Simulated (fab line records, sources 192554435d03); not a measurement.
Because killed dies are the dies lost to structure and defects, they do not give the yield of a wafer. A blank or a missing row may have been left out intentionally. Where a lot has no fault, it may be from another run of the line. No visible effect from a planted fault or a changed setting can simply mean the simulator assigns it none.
Split-lot experiment    flow n5_finfet    21 wafers read from 7 lots, route of 1938 steps

== ON THE SPLIT ==
At N5_FIN_SAQP_PEB_14 (peb time 60 s), the setting peb_time_s was moved away from the recipe's 60 s on 7 of the 21 wafers read, by -15.1% to +22.3%. This setting was run at the recipe's value on the other wafers.

== THE PATH FROM SPLIT TO READING: the file shows 1 step between them ==
- N5_FIN_SAQP_DEVELOP_15: develop time 30 s (also split here: develop_time_s)

== THE READING ==
cd_nm (nm) at N5_FIN_SAQP_CD_MEAS_16, where the cd target is 35.6 nm. Fault-free wafers of this fab line usually give 35.65 nm, standard deviation 0.28 nm.

wafer   tool, chamber at the split  peb_time_s as run, s  against the recipe  cd_nm, nm  against lot-mates on the recipe
L074.1  litho_track-03, 0           50.94                 -15.1%              37.29      +1.45
L074.4  litho_track-03, 0           60                    recipe              36.13      -
L074.5  litho_track-03, 0           60                    recipe              35.56      -
L080.1  litho_track-03, 0           60                    recipe              35.61      -
L080.3  litho_track-03, 0           55.04                 -8.3%               37.19      +1.57
L080.6  litho_track-03, 0           60                    recipe              35.63      -
L084.1  litho_track-02, 0           52.68                 -12.2%              38.73      +3.38
L084.2  litho_track-02, 0           52.68                 -12.2%              37.82      +2.47
L084.3  litho_track-02, 0           60                    recipe              35.35      -
L087.2  litho_track-03, 0           60                    recipe              36.07      -
L087.3  litho_track-03, 0           70.41                 +17.3%              33.87      -2.20
L087.6  litho_track-03, 0           70.41                 +17.3%              33.98      -2.09
L091.1  litho_track-03, 0           60                    recipe              35.17      -
L091.4  litho_track-03, 0           60                    recipe              36.06      -
L091.5  litho_track-03, 0           73.37                 +22.3%              33.29      -2.33
L094.1  litho_track-02, 0           60                    recipe              35.85      -
L094.3  litho_track-02, 0           60                    recipe              35.25      -
L094.5  litho_track-02, 0           60                    recipe              35.21      -
L095.3  litho_track-02, 0           60                    recipe              35.58      -
L095.4  litho_track-02, 0           60                    recipe              35.52      -
L095.6  litho_track-02, 0           60                    recipe              35.96      -

FIT RESULTS
A straight line over all 21 wafers: cd_nm changes by -0.127 nm for each +1% of peb_time_s; r = -0.93; the points scatter about the line by 0.49 nm.
The same after taking each lot's own level away (the mean of its wafers on the recipe; 21 wafers): -0.138 nm for each +1%; r = -0.93; scatter 0.52 nm.
The reading moves by 3.1 nm for the largest change in peb_time_s, on that fit.
Across the lots, their own levels run from 35.350 to 36.070 nm, a range of 2.6 times the standard deviation given above.
So the lot-to-lot level changes the slope little: the two slopes agree.
Check: with one of the wafers moved furthest among these (+22.3%) left out of the fit, the line predicts -3.2 nm for it against its lot-mates. Against them it came out at -2.33 nm.

== ADDITIONAL SPLITS CARRIED BY THESE WAFERS ==
Note: prior to the reading, these wafers also went through further splits. Each is held against what the fit with the lots' levels taken away leaves over:
other split on the same wafers         wafers away from the commonest value  r with cd_nm (lot level and that fit taken away)
N5_ZERO_LAYER_ETCH_18 icp_w            9                                     +0.07
N5_WELL_APT_EXPOSE_05 dose_mj          9                                     -0.11
N5_FIN_SAQP_DEVELOP_15 develop_time_s  7                                     -0.73

== FILE'S OWN FIT ==
cd_nm changes by -0.128 nm for each +1% of peb_time_s, r = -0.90.
